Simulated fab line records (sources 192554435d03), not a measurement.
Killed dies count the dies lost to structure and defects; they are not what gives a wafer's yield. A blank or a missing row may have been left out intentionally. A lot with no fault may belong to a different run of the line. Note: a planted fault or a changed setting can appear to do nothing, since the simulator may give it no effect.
8D (eight disciplines) problem report, filled in by code ; flow n5-finfet ; the parts of the form that need people (team, actions taken, sign-off) are left out

== 1. WHAT WENT WRONG ==
Wafers without a fault read 200.0 sccm, standard deviation 0.63; h2-flow-sccm at N5_BEOL_M14_ETCH_59 reads a mean of 219.6 sccm on 2 wafers belonging to 2 lots. Measured from the usual mean, that is +31 standard deviations.
The step: etches BARC in N2/H2, target depth 89 nm, overetch 26.7 nm, time 67.9 s.
First seen on wafer L670.2, day 15 17:45, on rie-diel-04. At this step, 32 wafers from 11 lots have a number in the record. The rule behind "out" and "out of limits": a value lying over 4 standard deviations away from the usual mean. The other wafers with a number count as sound.

== 2. WHAT IT IS AND WHAT IT IS NOT ==
question;is;is not
which readings at this step;h2-flow-sccm;drypump-motor-current-A, oes-product-au, rf-vpp-V, showerhead-plenum-p-Torr
which lots;L670, L671;L656, L657, L660, L662, L666, L667, L674, L675, L677
which wafers of those lots;L670.2, L671.1;L670.4, L670.6, L671.3, L671.6
read on which tools;rie-diel-04;rie-diel-03, rie-diel-05
when;from day 15 17:45;"up to then (20 sound wafers); but 10 sound wafers of L671, L674, L675, L677 came after"

== 3. WHAT RULES OUT EACH SUSPECT ==
Counting: if a tool at a process step up to the reading ran every lot that is out, it stays a suspect. Sound lots after the first of them don't rule it out here, since some wafers of a struck lot are sound.
- rie-diel-04 at N5_BEOL_M14_ETCH_59 (etches BARC in N2/H2, target depth 89 nm, overetch 26.7 nm, time 67.9 s): kept. It ran every lot that is out, first L670 (day 15 17:45); its last sound lot up to then is L666 (day 14 14:20). On those wafers its own readings are out: h2-flow-sccm.
- rie-diel-04, N5_BEOL_M14_ETCH_59: wafers that are out in chamber 3, sound lot-mates in chambers 1, 2.
Remaining after the count: rie-diel-04 at N5_BEOL_M14_ETCH_59.

== 4. THE CAUSE (what the simulator had put in) ==
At N5_BEOL_M14_ETCH_59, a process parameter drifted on rie-diel-04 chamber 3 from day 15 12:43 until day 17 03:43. The setting h2-flow-sccm was moved by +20, starting from 200. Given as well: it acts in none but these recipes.
After counting, this tool was the only one left.

== 5. SEQUENCE OF EFFECTS, ordered by route ==
One row per reading whose mean, taken over the struck wafers that have a number, lies over 3 standard deviations from the usual. Only readings for which the record gives a usual standard deviation are gone through. hours: the time from each lot's start at the first step in this table that gives one to its start at this step, as a median over the lots. sigmas: the change in usual standard deviations.
hours;step;reading;usual;on struck wafers;change;sigmas
0;N5_BEOL_M14_ETCH_59;h2-flow-sccm;200.0 sccm;219.6;+19.6;+31
The process steps in it:
- N5_BEOL_M14_ETCH_59: etches BARC in N2/H2, target depth 89 nm, overetch 26.7 nm, time 67.9 s.

== 6. WHAT WOULD HAVE CAUGHT IT SOONER ==
In this record the first reading out of limits was taken at day 15 17:45, 5 hours after the fault began at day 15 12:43.
